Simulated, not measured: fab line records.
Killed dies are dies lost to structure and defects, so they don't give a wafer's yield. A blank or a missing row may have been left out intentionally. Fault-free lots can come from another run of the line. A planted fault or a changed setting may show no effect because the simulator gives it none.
fab line records	flow nandHarc	part 1 of 2: steps 1 to 23 of 31
record lots=5	wafers=15	lastDay=34
route steps=1302 shown A_CONTACT@1031
lots with no fault: from the same line, run without faults
startH: start of the lot's first displayed wafer, in hours after the record's first day	waitH: hours since the lot's step before	" repeats the value in the row above	L1.1+2: one row covering several wafers at once	- no value, or no start was given	* or withheld: withheld	< > ~ a bound
route shown NAME@n: names a module that has steps shown in the file, with the first one's number in the route	usual: the fault-free wafers' mean and standard deviation	same: alike in all rows	chamber/n: place in a boat	sites: each site's reading	_std_site: standard deviation across them	_edge_site: mean of outer sites minus mean of inner sites	radiusMm: how far each site lies from the wafer's centre	mask NAME#n: copy n	behind: the most recent tool/chamber to have shaped the wafer	hold: what put the lot on hold/how long, in hours/how the hold closed	device: names the non-switching transistor (n, p or np)	end of line: the route-end tests of the same wafers	where a step has no rows: the recipe by itself	killed: count of dies lost to structure and defects at first sort (not the wafer's yield)	map: dies across one wafer; x = killed, . = not, _ = none there
set.NAME: the setting as run; set.NAME@STEP: as run at that earlier step	model.NAME: the simulator's own value behind a step, which no gauge read
certain route steps with their lots: each step a table, each wafer a row
services: from which hour (startH, from the record's first day; less than 0 if before it) a tool's chamber was out of use, for how many hours, and why
## steps
# step NHARC_A_CONTACT_COAT_61
# recipe tempC=260	timeS=75
lot.wafer	tool	chamber	startH	waitH
L076.3+5+6	lithoTrack-04	0	-	-
L078.1+4+5	lithoTrack-01	0	-	-
L086.1+4+5	lithoTrack-04	0	-	-
L087.1+2+4	lithoTrack-01	0	-	-
L097.1+3+4	lithoTrack-01	0	-	-
# step NHARC_A_CONTACT_COAT_62
# recipe tempC=225	timeS=65
lot.wafer	tool	chamber	startH	waitH
L076.3+5+6	lithoTrack-04	0	-	-
L078.1+4+5	lithoTrack-01	0	-	-
L086.1+4+5	lithoTrack-04	0	-	-
L087.1+2+4	lithoTrack-01	0	-	-
L097.1+3+4	lithoTrack-01	0	-	-
# step NHARC_A_CONTACT_COAT_63
# recipe spinRpm=1500	resistThkNm=90
lot.wafer	tool	chamber	startH	waitH
L076.3+5+6	lithoTrack-04	0	-	-
L078.1+4+5	lithoTrack-01	0	-	-
L086.1+4+5	lithoTrack-04	0	-	-
L087.1+2+4	lithoTrack-01	0	-	-
L097.1+3+4	lithoTrack-01	0	-	-
# step NHARC_A_CONTACT_SOFTBAKE_64
# recipe tempC=105	timeS=55
lot.wafer	tool	chamber	startH	waitH
L076.3+5+6	lithoTrack-04	0	-	-
L078.1+4+5	lithoTrack-01	0	-	-
L086.1+4+5	lithoTrack-04	0	-	-
L087.1+2+4	lithoTrack-01	0	-	-
L097.1+3+4	lithoTrack-01	0	-	-
# step NHARC_A_CONTACT_EBR_65
lot.wafer	tool	chamber	startH	waitH
L076.3+5+6	lithoTrack-04	0	-	-
L078.1+4+5	lithoTrack-01	0	-	-
L086.1+4+5	lithoTrack-04	0	-	-
L087.1+2+4	lithoTrack-01	0	-	-
L097.1+3+4	lithoTrack-01	0	-	-
# step NHARC_A_CONTACT_EXPOSE_66
# recipe na=1.35	sigmaOuter=0.8	doseMj=59.02	maskId=A_CC_2
lot.wafer	tool	chamber	startH	waitH	mask
L076.3+5+6	arfiScanner-01	0	525.79	-	A_CC_2#0
L078.1+4+5	arfiScanner-01	0	537.96	-	A_CC_2#0
L086.1+4+5	arfiScanner-01	0	609.67	-	A_CC_2#0
L087.1+2+4	arfiScanner-03	0	616.78	-	A_CC_2#0
L097.1+3+4	arfiScanner-01	0	734.59	-	A_CC_2#0
# step NHARC_A_CONTACT_PEB_67
# recipe pebTempC=100	pebTimeS=65
lot.wafer	tool	chamber	startH	waitH
L076.3+5+6	lithoTrack-01	0	525.84	0.0
L078.1+4+5	lithoTrack-01	0	538.02	0.1
L086.1+4+5	lithoTrack-01	0	609.73	0.1
L087.1+2+4	lithoTrack-04	0	616.84	0.1
L097.1+3+4	lithoTrack-06	0	734.65	0.1
# step NHARC_A_CONTACT_DEVELOP_68
# recipe developTimeS=35	devTempC=23
lot.wafer	tool	chamber	startH	waitH
L076.3+5+6	lithoTrack-01	0	-	-
L078.1+4+5	lithoTrack-01	0	-	-
L086.1+4+5	lithoTrack-01	0	-	-
L087.1+2+4	lithoTrack-04	0	-	-
L097.1+3+4	lithoTrack-06	0	-	-
# step NHARC_A_CONTACT_CD_MEAS_69
# recipe targetCdNm=300	landingEnergyEv=500
# usual cdNm=299.9/0.51
lot.wafer	tool	chamber	startH	waitH	cdNm
L076.3	cdSem-03	0	525.93	-	298.4
L076.5	"	0	"	"	299.1
L076.6	"	0	"	"	299.5
L078.1	cdSem-02	0	538.10	-	299.8
L078.4	"	0	"	"	299.7
L078.5	"	0	"	"	299.0
L086.1	cdSem-01	0	609.81	-	298.9
L086.4	"	0	"	"	298.8
L086.5	"	0	"	"	299.7
L087.1	cdSem-03	0	616.92	-	299.9
L087.2	"	0	"	"	300.0
L087.4	"	0	"	"	299.7
L097.1	cdSem-02	0	734.73	-	299.2
L097.3	"	0	"	"	299.8
L097.4	"	0	"	"	299.9
# step NHARC_A_CONTACT_OVL_MEAS_70
# usual overlayXNm=0.1/1	overlayYNm=0.1/0.67
lot.wafer	tool	chamber	startH	waitH	overlayXNm	overlayYNm
L076.3	overlay-02	-	526.01	-	-0.1	0.3
L076.5	"	-	"	"	-0.8	0.3
L076.6	"	-	"	"	0.0	0.0
L078.1	overlay-02	-	538.19	-	0.9	0.0
L078.4	"	-	"	"	0.6	0.1
L078.5	"	-	"	"	1.5	0.1
L086.1	overlay-02	-	609.90	-	-0.2	1.2
L086.4	"	-	"	"	0.2	0.6
L086.5	"	-	"	"	0.3	0.8
L087.1	overlay-02	-	617.01	-	0.7	-1.2
L087.2	"	-	"	"	0.3	-1.1
L087.4	"	-	"	"	0.7	-0.6
L097.1	overlay-01	-	734.82	-	-0.5	-0.1
L097.3	"	-	"	"	-1.1	0.2
L097.4	"	-	"	"	-0.9	-0.2
# step NHARC_A_CONTACT_INSPECT_71
# usual rawDefectCount=90/30
lot.wafer	tool	chamber	startH	waitH	rawDefectCount
L076.3	defectInspect-01	-	526.05	0.0	109
L076.5	"	-	"	"	110
L076.6	"	-	"	"	104
L078.1	defectInspect-02	-	538.22	0.0	115
L078.4	"	-	"	"	105
L078.5	"	-	"	"	100
L086.1	defectInspect-01	-	609.93	0.0	58
L086.4	"	-	"	"	64
L086.5	"	-	"	"	68
L087.1	defectInspect-01	-	617.05	0.0	85
L087.2	"	-	"	"	87
L087.4	"	-	"	"	81
L097.1	defectInspect-02	-	734.85	0.0	97
L097.3	"	-	"	"	93
L097.4	"	-	"	"	90
# step NHARC_A_CONTACT_DESCUM_74
# recipe timeS=3	o2FlowSccm=200	arFlowSccm=0	biasPowerW=0	chemistry=O2
# usual drypumpMotorCurrentA=5.5/0.39	o2FlowSccm=200.0/0.56	oesProductAu=1.002/0.01	rfVppV=57.8/0.83	showerheadPlenumPTorr=1.93/0.093	throttleValvePct=11.311/0.0084
lot.wafer	tool	chamber	startH	waitH	drypumpMotorCurrentA	o2FlowSccm	oesProductAu	rfHoursCounterH	rfVppV	showerheadPlenumPTorr	throttleValvePct
L076.3	rieDiel-02	2	526.12	0.1	5.3	200.4	0.990	21	57.2	1.78	11.299
L076.6	"	0	"	"	5.7	199.6	1.005	-	57.7	1.98	11.307
L076.5	"	1	"	"	5.0	200.0	1.022	-	58.8	1.97	11.319
L078.1	rieDiel-02	1	538.34	0.1	5.0	199.6	1.026	25	57.3	1.97	11.305
L078.4	"	1	"	"	5.0	200.1	1.015	-	59.5	1.97	11.314
L078.5	"	3	"	"	6.1	200.2	1.003	-	58.2	1.99	11.323
L086.4	rieDiel-02	3	610.00	0.1	6.1	200.1	1.002	5	58.7	1.98	11.309
L086.1	"	0	"	"	5.7	200.1	0.996	8	58.8	1.98	11.309
L086.5	"	2	"	"	5.3	200.3	1.004	-	57.2	1.77	11.309
L087.2	rieDiel-02	2	617.11	0.1	5.3	199.4	0.998	9	57.6	1.77	11.319
L087.1	"	3	"	"	6.1	200.6	1.000	6	57.7	1.98	11.315
L087.4	"	1	"	"	5.0	199.9	1.019	8	56.5	1.97	11.314
L097.1	rieDiel-02	0	734.92	0.1	5.7	199.8	1.002	28	58.7	1.97	11.327
L097.4	"	1	"	"	5.0	200.2	1.000	27	58.8	1.96	11.305
L097.3	"	2	"	"	5.3	200.6	0.997	29	57.6	1.77	11.302
# step NHARC_A_CONTACT_ETCH_75
# recipe targetDepthA=390	overEtchFrac=0.3	timeS=65	ionEnergyEv=80	cf4FlowSccm=150	arFlowSccm=0	rfW=300	biasW=100	chemistry=CF4
# usual biasW=100.0/0.31	drypumpMotorCurrentA=5.5/0.4	oesProductAu=1.001/0.011	rfVppV=151.5/1.2	showerheadPlenumPTorr=1.79/0.08	throttleValvePct=13.284/0.0099
lot.wafer	tool	chamber	startH	waitH	biasW	drypumpMotorCurrentA	oesProductAu	rfHoursCounterH	rfVppV	showerheadPlenumPTorr	throttleValvePct
L076.3	rieDiel-02	0	526.20	0.1	100.1	5.7	0.997	18	151.0	1.83	13.314
L076.5	"	2	"	"	99.6	5.3	0.997	-	149.6	1.65	13.278
L076.6	"	3	"	"	99.4	6.1	0.983	-	151.0	1.83	13.273
L078.1	rieDiel-02	3	538.43	0.1	100.1	6.1	0.996	24	151.7	1.83	13.293
L078.4	"	0	"	"	100.1	5.7	0.985	-	151.9	1.83	13.290
L078.5	"	1	"	"	99.9	5.0	1.016	-	151.3	1.82	13.295
L086.1	rieDiel-02	1	610.08	0.1	100.3	5.0	1.011	8	153.2	1.82	13.296
L086.4	"	3	"	"	100.0	6.1	0.987	5	151.9	1.83	13.280
L086.5	"	2	"	"	99.6	5.3	1.000	-	149.2	1.65	13.288
L087.2	rieDiel-02	3	617.19	0.1	100.1	6.0	0.996	6	152.0	1.83	13.285
L087.4	"	0	"	"	100.3	5.7	1.006	9	152.3	1.82	13.279
L087.1	"	2	"	"	100.1	5.3	1.013	9	150.1	1.65	13.269
L097.3	rieDiel-02	2	735.00	0.1	100.2	5.3	1.000	29	148.5	1.64	13.282
L097.1	"	0	"	"	100.2	5.7	1.001	28	152.7	1.82	13.291
L097.4	"	1	"	"	100.0	5.0	1.000	27	151.5	1.81	13.281
# step NHARC_A_CONTACT_ETCH_76
# recipe targetDepthA=2600	overEtchFrac=0.3	timeS=475.3	ionEnergyEv=200	n2FlowSccm=150	h2FlowSccm=150	arFlowSccm=0	rfW=400	biasW=150	chemistry=N2/H2
# usual biasW=150.0/0.49	drypumpMotorCurrentA=5.5/0.39	oesProductAu=1.002/0.01	rfVppV=431.0/3	showerheadPlenumPTorr=2.06/0.1	throttleValvePct=14.171/0.0087
lot.wafer	tool	chamber	startH	waitH	biasW	drypumpMotorCurrentA	oesProductAu	rfHoursCounterH	rfVppV	showerheadPlenumPTorr	throttleValvePct
L076.3	rieDiel-02	3	-	-	150.6	6.1	0.992	21	430.7	2.12	14.179
L076.6	"	2	"	"	149.8	5.3	1.011	-	426.0	1.89	14.164
L076.5	"	3	"	"	150.0	6.1	0.997	-	433.5	2.12	14.178
L078.1	rieDiel-02	1	-	-	149.0	5.0	1.018	25	432.1	2.10	14.168
L078.4	"	3	"	"	150.2	6.1	0.998	24	433.1	2.12	14.180
L078.5	"	0	"	"	150.1	5.7	0.990	-	432.1	2.11	14.185
L086.1	rieDiel-02	3	-	-	150.5	6.1	0.995	5	432.0	2.12	14.177
L086.4	"	0	"	"	150.1	5.7	1.011	8	432.7	2.11	14.195
L086.5	"	3	"	"	150.5	6.0	1.007	-	432.8	2.12	14.182
L087.2	rieDiel-02	3	-	-	149.7	6.1	0.989	6	432.5	2.12	14.170
L087.4	"	0	"	"	150.2	5.7	1.003	9	432.0	2.11	14.162
L087.1	"	1	"	"	150.1	5.0	1.007	8	432.8	2.10	14.167
L097.4	rieDiel-02	1	-	-	149.4	5.0	1.009	27	431.9	2.09	14.178
L097.1	"	2	"	"	150.0	5.3	0.996	29	425.4	1.88	14.171
L097.3	"	3	"	"	149.5	6.0	0.986	26	432.5	2.11	14.167
# step NHARC_A_CONTACT_ETCH_77
# recipe targetDepthA=1089	timeS=54.5	cf4FlowSccm=100	chf3FlowSccm=30	arFlowSccm=0	rfW=500	biasW=200	chemistry=CF4/CHF3
# usual biasW=200.0/0.62	drypumpMotorCurrentA=5.5/0.38	oesProductAu=0.942/0.023	rfVppV=371.1/2.7	showerheadPlenumPTorr=1.59/0.075	throttleValvePct=16.802/0.0091
lot.wafer	tool	chamber	startH	waitH	biasW	drypumpMotorCurrentA	oesProductAu	rfHoursCounterH	rfVppV	showerheadPlenumPTorr	throttleValvePct
L076.3	rieDiel-02	2	-	-	200.9	5.2	0.914	21	367.0	1.47	16.802
L076.6	"	3	"	"	200.3	6.0	0.915	-	371.1	1.63	16.788
L076.5	"	0	"	"	200.3	5.7	0.916	-	371.8	1.63	16.796
L078.1	rieDiel-02	2	-	-	199.8	5.3	0.925	24	369.1	1.47	16.799
L078.4	"	1	"	"	200.4	5.0	0.934	25	371.7	1.62	16.793
L078.5	"	2	"	"	199.8	5.3	0.915	-	366.8	1.47	16.810
L086.1	rieDiel-02	0	-	-	200.0	5.7	0.981	8	371.6	1.62	16.800
L086.4	"	1	"	"	200.2	5.0	0.990	8	371.1	1.62	16.796
L086.5	"	1	"	"	200.0	5.0	0.992	-	371.7	1.62	16.795
L087.4	rieDiel-02	3	-	-	199.8	6.1	0.915	6	373.0	1.63	16.788
L087.1	"	1	"	"	199.5	5.0	0.932	9	371.9	1.62	16.789
L087.2	"	2	"	"	198.9	5.3	0.928	9	366.7	1.46	16.804
L097.4	rieDiel-02	0	-	-	199.8	5.7	0.926	28	372.7	1.62	16.808
L097.3	"	1	"	"	199.8	5.0	0.925	28	372.0	1.61	16.806
L097.1	"	3	"	"	200.2	6.1	0.915	26	372.1	1.62	16.787
# step NHARC_A_CONTACT_ETCH_78
# recipe targetDepthA=53000	overEtchFrac=0.3	timeS=1378	ionEnergyEv=150	o2FlowSccm=400	cosFlowSccm=20	arFlowSccm=0	rfW=500	biasW=300	chemistry=O2/COS
# usual biasW=300.2/0.82	drypumpMotorCurrentA=5.5/0.39	o2FlowSccm=400.0/1.2	oesProductAu=1.001/0.01	rfVppV=314.6/2.3	showerheadPlenumPTorr=3.15/0.15	throttleValvePct=28.330/0.0097
lot.wafer	tool	chamber	startH	waitH	biasW	drypumpMotorCurrentA	o2FlowSccm	oesProductAu	rfHoursCounterH	rfVppV	showerheadPlenumPTorr	throttleValvePct
L076.3	rieDiel-02	1	-	-	300.9	5.0	398.5	1.007	21	314.4	3.21	28.335
L076.6	"	2	"	"	300.0	5.3	401.6	1.004	-	310.5	2.91	28.325
L076.5	"	3	"	"	301.2	6.1	401.1	0.991	-	316.9	3.24	28.341
L078.1	rieDiel-02	1	-	-	299.8	5.0	399.9	1.033	25	316.7	3.21	28.325
L078.4	"	0	"	"	301.4	5.7	401.0	0.996	22	317.4	3.23	28.339
L078.5	"	2	"	"	299.8	5.3	400.4	1.000	-	312.7	2.91	28.345
L086.1	rieDiel-02	0	-	-	300.6	5.7	399.5	1.000	8	314.8	3.22	28.308
L086.4	"	1	"	"	300.4	5.0	401.2	1.024	8	316.5	3.21	28.309
L086.5	"	3	"	"	299.4	6.1	397.9	0.987	-	314.2	3.23	28.319
L087.1	rieDiel-02	1	-	-	298.2	5.0	399.3	1.013	9	314.9	3.21	28.345
L087.4	"	2	"	"	300.2	5.3	399.8	0.994	9	310.8	2.90	28.341
L087.2	"	3	"	"	299.9	6.1	398.8	1.006	6	315.4	3.23	28.348
L097.4	rieDiel-02	3	-	-	300.7	6.1	399.7	0.978	27	314.5	3.22	28.345
L097.1	"	0	"	"	300.3	5.7	399.8	0.999	28	315.8	3.21	28.340
L097.3	"	1	"	"	299.2	5.0	402.5	0.996	28	314.8	3.20	28.316
# step NHARC_A_CONTACT_ETCH_124
# recipe sourceW=withheld	pressureMtorr=20	biasV=withheld	timeS=140	targetDepthA=7000	arFlowSccm=withheld	c4f8FlowSccm=withheld	o2FlowSccm=withheld	chemistry=C4F8/O2/Ar
lot.wafer	tool	chamber	startH	waitH	rfHoursCounterH
L076.3	harCapEtch-01	0	527.78	-	-
L076.6	"	1	"	"	-
L076.5	"	0	"	"	-
L078.1	harCapEtch-01	1	539.94	-	5
L078.4	"	1	"	"	-
L078.5	"	0	"	"	-
L086.1	harCapEtch-01	0	611.58	-	19
L086.4	"	1	"	"	-
L086.5	"	1	"	"	-
L087.1	harCapEtch-03	0	618.65	-	65
L087.2	"	1	"	"	65
L087.4	"	0	"	"	-
L097.1	harCapEtch-03	1	736.49	-	79
L097.3	"	0	"	"	-
L097.4	"	1	"	"	-
# step NHARC_A_CONTACT_ETCH_125
# recipe sourceW=withheld	pressureMtorr=20	biasV=3000	timeS=197	targetDepthA=19180	arFlowSccm=withheld	c4f8FlowSccm=withheld	o2FlowSccm=withheld	chemistry=C4F8/O2/Ar
lot.wafer	tool	chamber	startH	waitH	rfHoursCounterH
L076.3	harCapEtch-01	0	528.03	0.2	-
L076.6	"	1	"	"	-
L076.5	"	0	"	"	-
L078.1	harCapEtch-01	1	540.14	0.2	6
L078.4	"	1	"	"	-
L078.5	"	0	"	"	-
L086.1	harCapEtch-01	0	611.78	0.2	19
L086.4	"	1	"	"	-
L086.5	"	1	"	"	-
L087.1	harCapEtch-03	0	618.85	0.2	65
L087.2	"	1	"	"	65
L087.4	"	0	"	"	-
L097.1	harCapEtch-03	1	736.69	0.2	79
L097.3	"	0	"	"	-
L097.4	"	1	"	"	-
# step NHARC_A_CONTACT_ETCH_126
# recipe sourceW=withheld	pressureMtorr=20	biasV=3000	timeS=197	targetDepthA=19180	arFlowSccm=withheld	c4f8FlowSccm=withheld	o2FlowSccm=withheld	chemistry=C4F8/O2/Ar
lot.wafer	tool	chamber	startH	waitH	rfHoursCounterH
L076.3	harCapEtch-01	0	528.26	0.2	-
L076.6	"	1	"	"	-
L076.5	"	0	"	"	-
L078.1	harCapEtch-01	1	540.31	0.1	6
L078.4	"	1	"	"	-
L078.5	"	0	"	"	-
L086.1	harCapEtch-01	0	611.95	0.1	20
L086.4	"	1	"	"	-
L086.5	"	1	"	"	-
L087.1	harCapEtch-03	0	619.03	0.1	65
L087.2	"	1	"	"	65
L087.4	"	0	"	"	-
L097.1	harCapEtch-03	1	736.86	0.1	79
L097.3	"	0	"	"	-
L097.4	"	1	"	"	-
# step NHARC_A_CONTACT_ETCH_127
# recipe sourceW=withheld	pressureMtorr=20	biasV=3000	timeS=197	targetDepthA=19180	arFlowSccm=withheld	c4f8FlowSccm=withheld	o2FlowSccm=withheld	chemistry=C4F8/O2/Ar
lot.wafer	tool	chamber	startH	waitH	rfHoursCounterH
L076.3	harCapEtch-01	0	528.50	0.2	-
L076.6	"	1	"	"	-
L076.5	"	0	"	"	-
L078.1	harCapEtch-01	1	540.49	0.1	6
L078.4	"	1	"	"	-
L078.5	"	0	"	"	-
L086.1	harCapEtch-01	0	612.13	0.1	20
L086.4	"	1	"	"	-
L086.5	"	1	"	"	-
L087.1	harCapEtch-03	0	619.20	0.1	65
L087.2	"	1	"	"	65
L087.4	"	0	"	"	-
L097.1	harCapEtch-03	1	737.04	0.1	80
L097.3	"	0	"	"	-
L097.4	"	1	"	"	-
# step NHARC_A_CONTACT_ETCH_128
# recipe sourceW=withheld	pressureMtorr=20	biasV=3000	timeS=197	targetDepthA=19180	arFlowSccm=withheld	c4f8FlowSccm=withheld	o2FlowSccm=withheld	chemistry=C4F8/O2/Ar
lot.wafer	tool	chamber	startH	waitH	rfHoursCounterH
L076.3	harCapEtch-01	0	528.73	0.2	-
L076.6	"	1	"	"	-
L076.5	"	0	"	"	-
L078.1	harCapEtch-01	1	540.66	0.1	6
L078.4	"	1	"	"	-
L078.5	"	0	"	"	-
L086.1	harCapEtch-01	0	612.30	0.1	20
L086.4	"	1	"	"	-
L086.5	"	1	"	"	-
L087.1	harCapEtch-03	0	619.38	0.1	66
L087.2	"	1	"	"	66
L087.4	"	0	"	"	-
L097.1	harCapEtch-03	1	737.21	0.1	80
L097.3	"	0	"	"	-
L097.4	"	1	"	"	-
# step NHARC_A_CONTACT_ETCH_129
# recipe sourceW=withheld	pressureMtorr=20	biasV=3000	timeS=197	targetDepthA=19180	arFlowSccm=withheld	c4f8FlowSccm=withheld	o2FlowSccm=withheld	chemistry=C4F8/O2/Ar
lot.wafer	tool	chamber	startH	waitH	rfHoursCounterH
L076.3	harCapEtch-01	0	528.97	0.2	-
L076.6	"	1	"	"	-
L076.5	"	0	"	"	-
L078.1	harCapEtch-01	1	540.84	0.1	6
L078.4	"	1	"	"	-
L078.5	"	0	"	"	-
L086.1	harCapEtch-01	0	612.48	0.1	20
L086.4	"	1	"	"	-
L086.5	"	1	"	"	-
L087.1	harCapEtch-03	0	619.55	0.1	66
L087.2	"	1	"	"	66
L087.4	"	0	"	"	-
L097.1	harCapEtch-03	1	737.39	0.1	80
L097.3	"	0	"	"	-
L097.4	"	1	"	"	-
# step NHARC_A_CONTACT_ETCH_130
# recipe sourceW=withheld	pressureMtorr=20	biasV=3000	timeS=197	targetDepthA=19180	arFlowSccm=withheld	c4f8FlowSccm=withheld	o2FlowSccm=withheld	chemistry=C4F8/O2/Ar
lot.wafer	tool	chamber	startH	waitH	rfHoursCounterH
L076.3	harCapEtch-01	0	529.21	0.2	-
L076.6	"	1	"	"	-
L076.5	"	0	"	"	-
L078.1	harCapEtch-01	1	541.02	0.1	6
L078.4	"	1	"	"	-
L078.5	"	0	"	"	-
L086.1	harCapEtch-01	0	612.66	0.1	20
L086.4	"	1	"	"	-
L086.5	"	1	"	"	-
L087.1	harCapEtch-03	0	619.73	0.1	66
L087.2	"	1	"	"	66
L087.4	"	0	"	"	-
L097.1	harCapEtch-03	1	737.56	0.1	80
L097.3	"	0	"	"	-
L097.4	"	1	"	"	-
